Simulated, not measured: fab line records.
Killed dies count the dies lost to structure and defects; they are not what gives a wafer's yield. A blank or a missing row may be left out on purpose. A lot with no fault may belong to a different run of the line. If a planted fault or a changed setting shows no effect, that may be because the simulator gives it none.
fab line records    flow nand_harc
[record] lots = 12  wafers = 35  last_day = 32
route steps=1302 shown A_CHANNEL_FILL_D1@501 A_DECK1_JOINT@528 A_ONON_D2@550 END@1302
lots with no fault: from the same line, run without faults
start_h: hours from the record's opening day to when the first of the lot's shown wafers began    wait_h: hours since the lot's step before    " identical to the entry in the row above    L1.1+2: a row that stands for several wafers    - either no value or no given start    * or withheld: withheld    < > ~ a bound
route shown NAME@n: NAME is a module with steps in the file, n the number in the route of the first one    usual: mean/standard deviation taken from wafers without a fault    same: alike in all rows    chamber/n: place in a boat    sites: readings site by site    _std_site: standard deviation of those values    _edge_site: mean of outer sites minus mean of inner sites    radius_mm: for every site, how far away it sits from the centre of the wafer    mask NAME#n: copy n    behind: the last tool/chamber to shape the wafer    hold: why the lot was held/for how many hours/how that ended    device: which transistor (n, p or np) failed to switch    end of line: the route-end tests of the same wafers    a step without rows: its recipe alone    killed: dies lost to structure and defects at the first sort, not the wafer's yield    map: per-die view of a wafer (x killed, . not killed, _ where there is no die)
set.NAME: the setting the step ran with; set.NAME@STEP: the setting that earlier step ran with    model.NAME: the simulator's own value behind a step, which no gauge read
the route's steps for a sample of lots (tables are steps, rows are wafers)
services: when a tool's chamber went out of use (start_h, in hours from the record's first day, below 0 if earlier), for how many hours, and the reason
[[steps]]
[step NHARC_A_CHANNEL_FILL_D1_STRIP_28]
[recipe] time_s = 20  o2_flow_sccm = 500  ar_flow_sccm = 0  bias_w = 0  chemistry = O2
[usual] drypump_motor_current_A = 5.7/0.35  oes_product_au = 0.999/0.0094  rf_vpp_V = 57.7/0.79  showerhead_plenum_p_Torr = 3.49/0.1  throttle_valve_pct = 17.037/0.0086
[same] bias_w = 0
lot.wafer  tool         chamber  start_h  wait_h  drypump_motor_current_A  oes_product_au  rf_hours_counter_h  rf_vpp_V  showerhead_plenum_p_Torr  throttle_valve_pct
L270.3     rie_diel-01  2        221.37   0.1     5.4                      0.998           0.4                 57.2      3.61                      17.039
L270.1     "            3        "        "       5.8                      0.993           0.6                 56.2      3.56                      17.044
L270.6     "            2        "        "       5.4                      1.003           -                   58.9      3.61                      17.030
L272.3     rie_diel-01  2        250.23   0.1     5.4                      1.012           2.3                 58.2      3.61                      17.030
L272.1     "            3        "        "       5.8                      1.005           2.4                 56.9      3.55                      17.041
L272.5     "            1        "        "       5.2                      0.993           -                   57.4      3.35                      17.042
L273.1     rie_diel-01  3        256.20   0.1     5.7                      0.989           2.9                 58.5      3.56                      17.036
L273.2     "            0        "        "       5.9                      1.005           2.5                 57.2      3.39                      17.043
L273.5     "            0        "        "       5.9                      1.005           -                   57.5      3.39                      17.051
L274.1     rie_diel-02  2        265.11   0.1     5.2                      0.992           1.8                 57.3      3.51                      17.041
L274.3     "            3        "        "       6.1                      1.006           1.6                 57.4      3.33                      17.025
L274.4     "            0        "        "       6.1                      1.016           1.6                 58.3      3.49                      17.045
L275.1     rie_diel-10  2        271.44   0.1     5.8                      1.014           0.6                 58.1      3.49                      17.017
L275.3     "            0        "        "       6.2                      0.992           0.5                 58.0      3.65                      17.036
L275.5     "            0        "        "       6.2                      0.992           -                   57.6      3.65                      17.028
L278.5     rie_diel-10  2        312.40   0.1     5.8                      1.011           -                   58.8      3.49                      17.042
L278.6     "            0        "        "       6.2                      0.985           -                   56.9      3.65                      17.041
L278.4     "            1        "        "       5.6                      0.991           -                   58.1      3.52                      17.027
L280.1     rie_diel-01  2        319.87   0.1     5.5                      1.015           5.6                 58.4      3.61                      17.032
L280.2     "            1        "        "       5.2                      0.994           4.5                 58.3      3.35                      17.041
L280.6     "            3        "        "       5.8                      0.999           -                   57.4      3.55                      17.039
L281.3     rie_diel-02  3        332.99   0.1     6.1                      0.998           4.8                 59.0      3.33                      17.043
L281.4     "            0        "        "       6.1                      0.997           4.6                 58.5      3.49                      17.030
L281.2     "            1        "        "       5.8                      0.990           5.3                 57.5      3.56                      17.031
L282.1     rie_diel-10  3        354.89   0.1     5.3                      0.995           6.0                 58.4      3.56                      17.037
L282.5     "            0        "        "       6.2                      0.985           -                   55.5      3.65                      17.035
L282.6     "            2        "        "       5.8                      0.990           -                   58.0      3.49                      17.051
L284.3     rie_diel-02  2        375.58   0.1     5.2                      1.006           7.0                 57.5      3.50                      17.035
L284.5     "            3        "        "       6.1                      0.989           -                   58.4      3.33                      17.042
L284.6     "            0        "        "       6.1                      0.997           -                   57.2      3.49                      17.022
L285.1     rie_diel-10  0        375.58   0.1     6.2                      0.998           7.9                 58.8      3.65                      17.040
L285.2     "            1        "        "       5.6                      1.005           7.4                 57.1      3.52                      17.035
L285.6     "            0        "        "       6.2                      0.997           -                   59.5      3.65                      17.050
L287.5     rie_diel-02  0        403.24   0.0     6.1                      1.002           -                   58.4      3.49                      17.038
L287.6     "            1        "        "       5.8                      0.992           -                   57.9      3.56                      17.025
[step NHARC_A_DECK1_JOINT_THK_MEAS_14]
[recipe] thk_meas_gauge = ellipsometry
[usual] thk_nm = 50.7/1.7
lot.wafer  tool           chamber  start_h  wait_h  thk_nm
L270.1     film_metro-01  -        255.60   0.2     49.0
L270.3     "              -        "        "       47.2
L270.6     "              -        "        "       51.6
L272.1     film_metro-01  -        287.95   0.2     51.1
L272.3     "              -        "        "       50.4
L272.5     "              -        "        "       48.8
L273.1     film_metro-02  -        299.09   0.2     52.2
L273.2     "              -        "        "       51.8
L273.5     "              -        "        "       52.1
L274.1     film_metro-01  -        306.48   0.2     48.4
L274.3     "              -        "        "       50.6
L274.4     "              -        "        "       49.4
L275.1     film_metro-02  -        309.33   0.2     50.2
L275.3     "              -        "        "       48.4
L275.5     "              -        "        "       48.3
L278.4     film_metro-01  -        348.72   0.2     49.5
L278.5     "              -        "        "       47.3
L278.6     "              -        "        "       47.0
L280.1     film_metro-02  -        354.50   0.2     51.4
L280.2     "              -        "        "       51.6
L280.6     "              -        "        "       53.3
L281.2     film_metro-02  -        367.27   0.2     50.5
L281.3     "              -        "        "       48.8
L281.4     "              -        "        "       50.3
L282.1     film_metro-02  -        390.06   0.2     51.7
L282.5     "              -        "        "       52.9
L282.6     "              -        "        "       51.7
L284.3     film_metro-02  -        410.27   0.2     49.7
L284.5     "              -        "        "       50.3
L284.6     "              -        "        "       48.8
L285.1     film_metro-01  -        410.28   0.2     53.9
L285.2     "              -        "        "       51.7
L285.6     "              -        "        "       50.7
L287.5     film_metro-02  -        443.76   0.1     48.9
L287.6     "              -        "        "       53.4
[step NHARC_A_DECK1_JOINT_DEP_16]
[recipe] target_thk_a = 450  temp_c = 400  pressure_torr = 6.5  rf_w = 900  teos_flow_sccm = 161.4  flow_sccm = 2650  target_thk_nm = 45  gas = O2  material = SiO2
[usual] flow_sccm = 2649/7.6  heater_power_w = 564/71  throttle_valve_pct = 16.1/0.4
lot.wafer  tool      chamber  start_h  wait_h  flow_sccm  heater_power_w  throttle_valve_pct
L270.3     pecvd-03  1        280.79   0.1     2644       614             16.0
L270.1     "         0        "        "       2643       589             16.5
L270.6     "         2        "        "       2642       524             15.8
L272.1     pecvd-01  2        311.04   0.1     2646       620             15.6
L272.3     "         0        "        "       2660       533             16.4
L272.5     "         1        "        "       2649       454             15.3
L273.2     pecvd-03  2        322.09   0.1     2649       528             15.8
L273.1     "         0        "        "       2657       685             16.2
L273.5     "         0        "        "       2646       714             16.4
L274.1     pecvd-03  0        329.74   0.1     2637       695             16.5
L274.3     "         2        "        "       2652       536             15.9
L274.4     "         1        "        "       2660       602             15.9
L275.3     pecvd-03  1        329.92   0.1     2660       577             16.4
L275.1     "         2        "        "       2669       571             15.9
L275.5     "         2        "        "       2654       597             16.0
L278.4     pecvd-01  2        375.15   0.2     2651       633             16.1
L278.6     "         0        "        "       2655       474             15.7
L278.5     "         1        "        "       2646       439             15.7
L280.2     pecvd-02  1        378.24   0.1     2638       577             16.5
L280.1     "         2        "        "       2631       479             16.9
L280.6     "         0        "        "       2640       598             16.4
L281.2     pecvd-02  1        391.85   0.1     2655       604             16.3
L281.3     "         2        "        "       2653       510             16.5
L281.4     "         1        "        "       2641       596             15.9
L282.1     pecvd-01  1        413.37   0.1     2643       479             15.6
L282.5     "         1        "        "       2659       477             15.6
L282.6     "         2        "        "       2644       547             16.2
L284.3     pecvd-03  2        435.25   0.1     2656       501             16.0
L284.6     "         1        "        "       2638       626             15.4
L284.5     "         2        "        "       2641       514             16.0
L285.2     pecvd-03  0        435.36   0.1     2653       671             16.4
L285.1     "         2        "        "       2664       574             16.3
L285.6     "         1        "        "       2653       499             15.5
L287.6     pecvd-03  0        466.45   0.2     2657       686             16.7
L287.5     "         1        "        "       2660       615             15.6
[step NHARC_A_DECK1_JOINT_THK_MEAS_17]
[recipe] thk_meas_gauge = ellipsometry
[usual] thk_nm = 45.2/1.2
lot.wafer  tool           chamber  start_h  wait_h  thk_nm
L270.1     film_metro-01  -        281.07   0.2     45.7
L270.3     "              -        "        "       43.9
L270.6     "              -        "        "       46.0
L272.1     film_metro-01  -        311.32   0.3     45.7
L272.3     "              -        "        "       44.4
L272.5     "              -        "        "       45.8
L273.1     film_metro-02  -        322.34   0.2     44.5
L273.2     "              -        "        "       45.6
L273.5     "              -        "        "       45.0
L274.1     film_metro-02  -        330.02   0.2     44.5
L274.3     "              -        "        "       46.2
L274.4     "              -        "        "       45.8
L275.1     film_metro-01  -        330.19   0.2     44.3
L275.3     "              -        "        "       45.3
L275.5     "              -        "        "       46.0
L278.4     film_metro-01  -        375.35   0.2     45.4
L278.5     "              -        "        "       44.1
L278.6     "              -        "        "       44.2
L280.1     film_metro-01  -        378.50   0.2     46.9
L280.2     "              -        "        "       44.6
L280.6     "              -        "        "       44.7
L281.2     film_metro-01  -        392.10   0.2     44.3
L281.3     "              -        "        "       43.6
L281.4     "              -        "        "       44.8
L282.1     film_metro-02  -        413.62   0.2     45.7
L282.5     "              -        "        "       45.7
L282.6     "              -        "        "       44.8
L284.3     film_metro-02  -        435.47   0.2     45.4
L284.5     "              -        "        "       44.6
L284.6     "              -        "        "       53.3
L285.1     film_metro-01  -        435.64   0.2     51.4
L285.2     "              -        "        "       46.0
L285.6     "              -        "        "       52.4
L287.5     film_metro-01  -        466.64   0.1     46.3
L287.6     "              -        "        "       52.8
[step NHARC_A_ONON_D2_THK_MEAS_08]
[recipe] thk_meas_gauge = ellipsometry
[usual] thk_nm = 1001/11
lot.wafer  tool           chamber  start_h  wait_h  thk_nm
L270.1     film_metro-02  -        282.82   -       1014
L270.3     "              -        "        "       1014
L270.6     "              -        "        "       1014
L272.1     film_metro-02  -        313.08   -       1009
L272.3     "              -        "        "       1010
L272.5     "              -        "        "       1008
L273.1     film_metro-01  -        324.09   -       1010
L273.2     "              -        "        "       1009
L273.5     "              -        "        "       1011
L274.1     film_metro-01  -        331.77   -       994
L274.3     "              -        "        "       993
L274.4     "              -        "        "       994
L275.1     film_metro-02  -        331.94   -       1012
L275.3     "              -        "        "       1011
L275.5     "              -        "        "       1010
L278.4     film_metro-01  -        377.12   -       1010
L278.5     "              -        "        "       1010
L278.6     "              -        "        "       1008
L280.1     film_metro-01  -        380.25   -       998
L280.2     "              -        "        "       999
L280.6     "              -        "        "       998
L281.2     film_metro-02  -        393.84   -       1011
L281.3     "              -        "        "       1011
L281.4     "              -        "        "       1012
L282.1     film_metro-01  -        415.36   -       988
L282.5     "              -        "        "       987
L282.6     "              -        "        "       990
L284.3     film_metro-01  -        437.22   -       992
L284.5     "              -        "        "       993
L284.6     "              -        "        "       991
L285.1     film_metro-02  -        437.39   -       990
L285.2     "              -        "        "       990
L285.6     "              -        "        "       989
L287.5     film_metro-01  -        468.39   -       981
L287.6     "              -        "        "       980
[step NHARC_END_SORT_01]
[recipe] temp_c = 25
[usual] killed_at_array = 65/19  killed_at_other = 0.9/1.1  killed_at_periphery = 3.5/2.3  killed_dies = 69/19  killed_open = 3.2/1.8  killed_short = 2.4/1.5
[same] gross_dies = 677
lot.wafer  tool       chamber  start_h  wait_h  killed_at_array  killed_at_other  killed_at_periphery  killed_dies  killed_open  killed_short
L270.1     prober-02  0        577.48   2.5     50               0                3                    53           2            4
L270.3     prober-02  0        579.07   3.1     34               1                10                   45           3            4
L270.6     prober-02  0        581.47   4.0     32               0                8                    40           5            1
L272.1     prober-02  0        587.53   2.5     43               1                3                    47           2            3
L272.3     prober-02  0        589.12   3.1     55               1                4                    60           4            1
L272.5     prober-02  0        590.71   3.7     44               3                2                    49           1            2
L273.1     prober-02  0        608.03   2.5     69               1                3                    73           1            6
L273.2     prober-02  0        608.83   2.8     59               1                4                    64           4            6
L273.5     prober-02  0        611.26   3.7     75               2                1                    78           5            1
L275.1     prober-01  0        618.74   2.5     72               0                5                    77           4            2
L275.3     prober-01  0        620.33   3.1     86               1                4                    91           4            1
L275.5     prober-01  0        621.93   3.7     82               0                2                    84           3            1
L274.1     prober-01  0        627.30   2.5     28               2                1                    31           4            2
L274.3     prober-01  0        628.89   3.1     31               2                4                    37           5            3
L274.4     prober-01  0        629.69   3.4     23               1                2                    26           3            0
L278.4     prober-02  0        664.45   3.4     93               0                1                    94           10           3
L278.5     prober-02  0        665.26   3.7     101              0                4                    105          2            1
L278.6     prober-02  0        666.06   4.0     87               0                4                    91           3            2
L280.1     prober-02  0        676.07   2.5     58               1                1                    60           1            3
L280.2     prober-02  0        676.88   2.8     60               1                1                    62           2            6
L280.6     prober-02  0        680.12   4.1     43               1                2                    46           2            1
L281.2     prober-01  0        676.87   2.8     72               1                5                    78           4            5
L281.3     prober-01  0        677.68   3.1     76               0                2                    78           2            1
L281.4     prober-01  0        678.50   3.4     62               1                2                    65           4            3
L282.1     prober-02  0        714.74   2.5     53               0                5                    58           4            1
L282.5     prober-02  0        717.98   3.7     45               0                6                    51           2            4
L282.6     prober-02  0        718.79   4.1     51               0                3                    54           0            1
L284.3     prober-01  0        716.35   3.1     25               0                4                    29           1            1
L284.5     prober-01  0        717.97   3.7     34               0                1                    35           3            1
L284.6     prober-01  0        718.77   4.0     27               1                2                    30           2            7
L285.1     prober-01  0        722.63   2.5     101              0                6                    107          2            2
L285.2     prober-01  0        723.42   2.8     99               0                4                    103          2            3
L285.6     prober-01  0        726.59   4.0     86               0                9                    95           2            4
L287.5     prober-01  0        764.64   3.7     88               1                2                    91           3            1
L287.6     prober-01  0        765.45   4.0     74               1                6                    81           2            5
// killed by level:class
L270.1 A_SLIT:chamber_film_flake=26 A_CHANNEL_HOLE_D2:chamber_film_flake=8 A_CHANNEL_HOLE_D1:chamber_film_flake=3 A_CHANNEL_FILL_D1:chamber_film_flake=3 A_CONTACT:chamber_film_flake=3 A_ONON_D2:geometric_particle:short=2 P_CONTACT:chamber_film_flake=2 P_M0:geometric_particle:open=1
L270.3 A_SLIT:chamber_film_flake=22 A_CHANNEL_HOLE_D2:chamber_film_flake=5 P_CONTACT:chamber_film_flake=4 P_STI:chamber_film_flake=3 A_ONON_D1:geometric_particle:open=2 P_M2:geometric_particle:short=1 A_ONON_D1:geometric_particle:short=1 A_DECK1_JOINT:geometric_particle:open=1
L270.6 A_SLIT:chamber_film_flake=20 P_CONTACT:chamber_film_flake=3 A_STAIRCASE:chamber_film_flake=2 A_CHANNEL_HOLE_D2:chamber_film_flake=2 A_CONTACT:chamber_film_flake=2 P_CONTACT:geometric_particle:open=1 P_M0:geometric_particle:open=1 A_ONON_D1:geometric_particle:open=1
L272.1 A_SLIT:chamber_film_flake=20 A_CHANNEL_HOLE_D2:chamber_film_flake=7 A_CONTACT:chamber_film_flake=6 A_WL_FILL:chamber_film_flake=3 P_GATE:chamber_film_flake=2 A_CHANNEL_HOLE_D1:chamber_film_flake=2 P_CONTACT:geometric_particle:open=1 A_SGD_CUT:geometric_particle:open=1
L272.3 A_SLIT:chamber_film_flake=24 A_CHANNEL_HOLE_D2:chamber_film_flake=13 A_CONTACT:chamber_film_flake=10 A_STAIRCASE:chamber_film_flake=3 A_WL_FILL:geometric_particle:open=2 A_WL_FILL:chamber_film_flake=2 P_GATE:geometric_particle:open=1 P_M0:geometric_particle:open=1
L272.5 A_SLIT:chamber_film_flake=19 A_CHANNEL_HOLE_D2:chamber_film_flake=9 A_CONTACT:chamber_film_flake=5 A_CHANNEL_HOLE_D1:chamber_film_flake=3 HYBRID_BOND:chamber_film_flake=3 A_STAIRCASE:chamber_film_flake=3 A_SOURCE_PLATE:geometric_particle:short=1 A_CHANNEL_FILL_D1:geometric_particle:short=1
L273.1 A_CHANNEL_HOLE_D1:chamber_film_flake=29 A_CHANNEL_HOLE_D2:chamber_film_flake=25 A_CONTACT:chamber_film_flake=4 A_SGD_CUT:geometric_particle:short=2 P_STI:chamber_film_flake=2 A_CHANNEL_FILL_D2:chamber_film_flake=2 A_STAIRCASE:chamber_film_flake=2 P_CONTACT:geometric_particle:open=1
L273.2 A_CHANNEL_HOLE_D2:chamber_film_flake=24 A_CHANNEL_HOLE_D1:chamber_film_flake=18 A_CONTACT:chamber_film_flake=4 A_SGD_CUT:geometric_particle:short=2 P_GATE:chamber_film_flake=2 A_SLIT:chamber_film_flake=2 P_CONTACT:geometric_particle:open=1 A_ONON_D1:geometric_particle:short=1
L273.5 A_CHANNEL_HOLE_D1:chamber_film_flake=29 A_CHANNEL_HOLE_D2:chamber_film_flake=28 A_CONTACT:chamber_film_flake=7 A_STAIRCASE:chamber_film_flake=2 A_WL_FILL:geometric_particle:open=2 A_BLC:chamber_film_flake=2 THIN_TSV:chamber_film_flake=2 P_STI:geometric_particle:open=1
L275.1 A_CHANNEL_HOLE_D2:chamber_film_flake=32 A_SLIT:chamber_film_flake=26 A_CHANNEL_HOLE_D1:chamber_film_flake=5 P_M0:geometric_particle:open=2 P_GATE:chamber_film_flake=2 A_BLC:chamber_film_flake=2 A_M0:chamber_film_flake=2 A_ONON_D1:geometric_particle:short=1
L275.3 A_SLIT:chamber_film_flake=35 A_CHANNEL_HOLE_D2:chamber_film_flake=34 A_M0:chamber_film_flake=5 A_CHANNEL_HOLE_D1:chamber_film_flake=4 A_STAIRCASE:chamber_film_flake=3 P_ZERO_WELL:chamber_film_flake=2 P_M0:geometric_particle:open=1 A_ONON_D1:geometric_particle:open=1
L275.5 A_CHANNEL_HOLE_D2:chamber_film_flake=30 A_SLIT:chamber_film_flake=30 A_CHANNEL_HOLE_D1:chamber_film_flake=7 A_M0:chamber_film_flake=4 A_STAIRCASE:chamber_film_flake=2 A_CONTACT:chamber_film_flake=2 A_BLC:chamber_film_flake=2 A_CHANNEL_FILL_D1:geometric_particle:open=1
L274.1 A_CHANNEL_HOLE_D2:chamber_film_flake=12 A_STAIRCASE:chamber_film_flake=3 A_CHANNEL_HOLE_D1:chamber_film_flake=2 THIN_TSV:chamber_film_flake=2 A_SOURCE_PLATE:geometric_particle:open=1 A_ONON_D1:geometric_particle:short=1 A_CHANNEL_FILL_D1:geometric_particle:short=1 A_CHANNEL_FILL_D2:geometric_particle:open=1
L274.3 A_CHANNEL_HOLE_D2:chamber_film_flake=17 A_WL_FILL:chamber_film_flake=6 A_WL_FILL:geometric_particle:open=2 P_GATE:chamber_film_flake=2 P_CONTACT:geometric_particle:open=1 P_M1:geometric_particle:short=1 A_CHANNEL_HOLE_D2:geometric_particle:short=1 A_CHANNEL_FILL_D2:geometric_particle:open=1
L274.4 A_CHANNEL_HOLE_D2:chamber_film_flake=9 A_WL_FILL:chamber_film_flake=6 A_CHANNEL_HOLE_D1:chamber_film_flake=3 A_STAIRCASE:chamber_film_flake=3 P_M0:geometric_particle:open=2 A_CHANNEL_HOLE_D2:geometric_particle:open=1 A_SLIT:chamber_film_flake=1 THIN_TSV:chamber_film_flake=1
L278.4 A_SLIT:chamber_film_flake=30 A_CHANNEL_HOLE_D1:chamber_film_flake=28 A_CHANNEL_HOLE_D2:chamber_film_flake=9 A_STAIRCASE:chamber_film_flake=4 A_CONTACT:chamber_film_flake=4 A_CONTACT:geometric_particle:open=3 A_WL_FILL:geometric_particle:short=2 A_WL_FILL:chamber_film_flake=2
L278.5 A_SLIT:chamber_film_flake=38 A_CHANNEL_HOLE_D1:chamber_film_flake=30 A_CHANNEL_HOLE_D2:chamber_film_flake=19 A_CONTACT:chamber_film_flake=3 A_BONDPAD:chamber_film_flake=3 P_M1:chamber_film_flake=2 A_STAIRCASE:chamber_film_flake=2 P_CONTACT:geometric_particle:short=1
L278.6 A_SLIT:chamber_film_flake=34 A_CHANNEL_HOLE_D1:chamber_film_flake=25 A_CHANNEL_HOLE_D2:chamber_film_flake=15 A_STAIRCASE:chamber_film_flake=3 A_SGD_CUT:geometric_particle:open=2 P_M1:chamber_film_flake=2 A_CHANNEL_FILL_D2:chamber_film_flake=2 A_ONON_D1:geometric_particle:short=1
L280.1 A_SLIT:chamber_film_flake=29 A_CHANNEL_HOLE_D2:chamber_film_flake=14 A_CHANNEL_HOLE_D1:chamber_film_flake=3 A_CONTACT:chamber_film_flake=3 A_CHANNEL_FILL_D1:chamber_film_flake=2 A_WL_FILL:chamber_film_flake=2 A_ONON_D1:geometric_particle:short=1 A_DECK1_JOINT:geometric_particle:short=1
L281.2 A_CHANNEL_HOLE_D1:chamber_film_flake=33 A_CHANNEL_HOLE_D2:chamber_film_flake=19 A_STAIRCASE:chamber_film_flake=5 A_CONTACT:chamber_film_flake=5 A_CHANNEL_FILL_D1:geometric_particle:short=3 P_ZERO_WELL:chamber_film_flake=2 P_STI:chamber_film_flake=2 P_GATE:geometric_particle:open=1
L280.2 A_SLIT:chamber_film_flake=30 A_CHANNEL_HOLE_D2:chamber_film_flake=11 A_CHANNEL_HOLE_D1:chamber_film_flake=6 A_ONON_D2:geometric_particle:short=2 A_ONON_D1:geometric_particle:short=1 A_CHANNEL_HOLE_D1:geometric_particle:short=1 A_CHANNEL_FILL_D1:geometric_particle:short=1 A_ONON_D2:geometric_particle:open=1
L281.3 A_CHANNEL_HOLE_D1:chamber_film_flake=37 A_CHANNEL_HOLE_D2:chamber_film_flake=18 A_CONTACT:chamber_film_flake=10 A_STAIRCASE:chamber_film_flake=4 A_WL_FILL:chamber_film_flake=4 P_CONTACT:geometric_particle:open=1 P_M0:geometric_particle:open=1 A_CHANNEL_FILL_D2:geometric_particle:short=1
L281.4 A_CHANNEL_HOLE_D1:chamber_film_flake=32 A_CHANNEL_HOLE_D2:chamber_film_flake=19 A_CHANNEL_FILL_D1:geometric_particle:short=2 A_STAIRCASE:chamber_film_flake=2 A_CONTACT:chamber_film_flake=2 P_CONTACT:geometric_particle:open=1 P_M1:geometric_particle:open=1 A_ONON_D2:geometric_particle:open=1
L280.6 A_SLIT:chamber_film_flake=26 A_CHANNEL_HOLE_D2:chamber_film_flake=9 A_CHANNEL_HOLE_D1:chamber_film_flake=3 A_CONTACT:chamber_film_flake=2 P_GATE:geometric_particle:open=1 A_CHANNEL_FILL_D2:geometric_particle:short=1 A_WL_FILL:geometric_particle:open=1 P_GATE:chamber_film_flake=1
L282.1 A_CHANNEL_HOLE_D2:chamber_film_flake=19 A_CONTACT:chamber_film_flake=10 A_CHANNEL_HOLE_D1:chamber_film_flake=8 A_SGD_CUT:chamber_film_flake=5 A_WL_FILL:chamber_film_flake=4 P_GATE:chamber_film_flake=3 A_M0:geometric_particle:open=2 A_SLIT:chamber_film_flake=2
L284.3 A_CHANNEL_HOLE_D1:chamber_film_flake=13 A_SLIT:chamber_film_flake=5 A_CONTACT:chamber_film_flake=4 P_GATE:chamber_film_flake=3 A_ONON_D2:geometric_particle:short=1 A_CHANNEL_FILL_D2:geometric_particle:open=1 P_ZERO_WELL:chamber_film_flake=1 A_WL_FILL:chamber_film_flake=1
L284.5 A_CHANNEL_HOLE_D1:chamber_film_flake=12 A_STAIRCASE:chamber_film_flake=4 A_CONTACT:chamber_film_flake=4 A_SLIT:chamber_film_flake=3 A_CHANNEL_FILL_D2:geometric_particle:open=2 A_DECK1_JOINT:chamber_film_flake=2 A_M1:chamber_film_flake=2 A_ONON_D1:geometric_particle:open=1
L282.5 A_CHANNEL_HOLE_D2:chamber_film_flake=19 A_CHANNEL_HOLE_D1:chamber_film_flake=8 A_CONTACT:chamber_film_flake=8 P_GATE:chamber_film_flake=3 A_SGD_CUT:chamber_film_flake=2 A_M1:chamber_film_flake=2 P_GATE:geometric_particle:short=1 P_CONTACT:geometric_particle:open=1
L284.6 A_SLIT:chamber_film_flake=6 A_CONTACT:chamber_film_flake=5 A_CHANNEL_HOLE_D1:chamber_film_flake=4 A_ONON_D1:geometric_particle:short=2 P_ZERO_WELL:chamber_film_flake=2 A_DECK1_JOINT:chamber_film_flake=2 A_CHANNEL_FILL_D1:geometric_particle:short=1 A_ONON_D2:geometric_particle:short=1
L282.6 A_CHANNEL_HOLE_D2:chamber_film_flake=13 A_CHANNEL_HOLE_D1:chamber_film_flake=10 A_CONTACT:chamber_film_flake=8 A_SGD_CUT:chamber_film_flake=5 A_SLIT:chamber_film_flake=4 A_WL_FILL:chamber_film_flake=4 A_DECK1_JOINT:chamber_film_flake=2 A_CHANNEL_FILL_D2:chamber_film_flake=2
L285.1 A_CHANNEL_HOLE_D1:chamber_film_flake=37 A_SLIT:chamber_film_flake=33 A_CHANNEL_HOLE_D2:chamber_film_flake=21 P_BONDPAD:chamber_film_flake=5 A_CONTACT:chamber_film_flake=3 A_DECK1_JOINT:chamber_film_flake=2 A_STAIRCASE:chamber_film_flake=2 P_GATE:geometric_particle:open=1
L285.2 A_SLIT:chamber_film_flake=37 A_CHANNEL_HOLE_D1:chamber_film_flake=31 A_CHANNEL_HOLE_D2:chamber_film_flake=21 P_BONDPAD:chamber_film_flake=4 A_CONTACT:chamber_film_flake=3 A_M0:geometric_particle:short=2 A_ONON_D2:geometric_particle:short=1 A_WL_FILL:geometric_particle:open=1
L285.6 A_CHANNEL_HOLE_D1:chamber_film_flake=32 A_SLIT:chamber_film_flake=30 A_CHANNEL_HOLE_D2:chamber_film_flake=18 P_BONDPAD:chamber_film_flake=5 A_CHANNEL_FILL_D2:geometric_particle:short=2 A_WL_FILL:geometric_particle:short=2 P_M0:geometric_particle:open=1 A_M0:geometric_particle:open=1
L287.5 A_CHANNEL_HOLE_D1:chamber_film_flake=37 A_SLIT:chamber_film_flake=35 A_CONTACT:chamber_film_flake=6 A_STAIRCASE:chamber_film_flake=4 P_M0:geometric_particle:short=1 A_ONON_D2:geometric_particle:open=1 A_CHANNEL_FILL_D2:geometric_particle:open=1 A_WL_FILL:geometric_particle:open=1
L287.6 A_SLIT:chamber_film_flake=33 A_CHANNEL_HOLE_D1:chamber_film_flake=27 A_CONTACT:chamber_film_flake=5 P_ZERO_WELL:chamber_film_flake=3 A_CHANNEL_FILL_D1:chamber_film_flake=2 P_CONTACT:geometric_particle:open=1 A_SOURCE_PLATE:geometric_particle:short=1 A_ONON_D1:geometric_particle:short=1
[[services]]
tool         chamber  start_h  hours  kind
rie_diel-01  -        198.47   2.6    repair
rie_diel-10  0        203.53   2.6    repair
rie_diel-01  -        203.80   9.0    pm
rie_diel-02  -        216.70   9.0    pm
rie_diel-01  0        220.92   9.2    repair
pecvd-03     -        221.15   1.6    repair
rie_diel-02  -        228.63   0.2    repair
rie_diel-10  -        242.50   9.0    pm
pecvd-03     1        247.46   8.8    repair
rie_diel-02  -        254.42   1.1    repair
rie_diel-10  3        268.21   15.9   repair
rie_diel-01  2        273.27   2.7    repair
rie_diel-01  -        276.56   0.2    repair
rie_diel-01  1        293.18   7.1    repair
rie_diel-02  0        296.44   4.0    repair
rie_diel-10  3        302.90   9.9    repair
rie_diel-01  1        307.91   6.5    repair
rie_diel-10  1        351.34   7.1    repair
rie_diel-01  1        355.44   1.6    repair
pecvd-03     -        366.57   13.0   pm
rie_diel-01  -        380.80   9.0    pm
rie_diel-02  -        393.70   9.0    pm
rie_diel-10  -        419.50   9.0    pm
rie_diel-10  0        429.77   3.5    repair
[[key]]
[first_sign] step = NHARC_A_DECK1_JOINT_THK_MEAS_17  reading = thk_nm  direction = up  sigmas = 6.2  usual = 45.2  struck = 52.5
effect none on later readings
met_at NHARC_A_DECK1_JOINT_DEP_16
struck_lots L284,L285,L287
struck_wafers L284.6,L285.1,L285.6,L287.6
tester_left_out L284,L285,L287
not_acting_at NHARC_A_CHANNEL_FILL_D1_STRIP_28,NHARC_A_DECK1_JOINT_THK_MEAS_14,NHARC_A_ONON_D2_THK_MEAS_08
[fault] kind = process_parameter_drift  tool = pecvd-03  chamber = -  onset_h = 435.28  steps = NHARC_A_DECK1_JOINT_DEP_16  channel = target_thk_nm  offset = 6.5427  shape = step  end_h = 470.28  scope = struck_wafers_only  acts_in = these_recipes_only  stated = 45
// tester_left_out: of these lots the tester's yield and bins aren't shown, on N5 and GAA mostly nor the transistor test; their killed dies are dies lost to structure and defects alone, not to doping, threshold or leakage, so they don't give the yield
